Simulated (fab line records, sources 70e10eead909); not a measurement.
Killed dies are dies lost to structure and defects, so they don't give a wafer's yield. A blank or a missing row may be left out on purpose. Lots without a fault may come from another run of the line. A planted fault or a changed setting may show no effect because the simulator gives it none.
Which tool did it? | flow nand_harc | 11 lots, 33 wafers sampled, at 1 step of a route of 1159

WHAT THE GAUGES READ, wafer by wafer
NHARC_A_CHANNEL_HOLE_D1_CD_MEAS_10: target cd 100 nm.
lot  | measured     | on        | cd_nm (nm)
L076 | day 8 15:34  | cd_sem-01 | 99.8 99.8 100.3
L080 | day 8 21:58  | cd_sem-01 | 100.4 100.3 101.0
L078 | day 9 06:26  | cd_sem-02 | 100.3 100.2 100.3
L083 | day 10 11:06 | cd_sem-03 | 99.6 99.5 99.8
L084 | day 10 19:22 | cd_sem-03 | 99.6 99.9 99.3
L086 | day 11 10:03 | cd_sem-02 | 100.2 100.4 99.8
L088 | day 11 10:38 | cd_sem-01 | 100.2 99.7 100.1
L090 | day 12 06:23 | cd_sem-03 | 99.6 100.0 100.4
L091 | day 12 19:45 | cd_sem-01 | 99.7 100.5 100.3
L095 | day 13 08:00 | cd_sem-03 | 100.3 100.6 100.2
L096 | day 13 16:23 | cd_sem-02 | 100.7 100.2 100.7

WHICH TOOL RAN EACH LOT (tool, then ch and the chambers of the sampled wafers, then the start)
The record holds no process step before these readings.

THE ANSWER, worked out from the rows above alone
Rule: what is usual is taken from the lots themselves. Put in order of their means at a reading, lots are off if they are a third of the lots or fewer, leave a main group of 4 or more, and stand apart from it by a gap of 3 or more times the standard deviation of the main group's means; of several such gaps the widest counts. A main group whose means are all the same, to the digits that the tables above print for the reading, isn't used. A lot without any number at a reading at which 4 lots or more have one is off too. The other lots that the step has rows for count as sound.
No lot is off at any reading shown: from this, nothing can be told.

WHAT THE SIMULATOR HAD PUT IN
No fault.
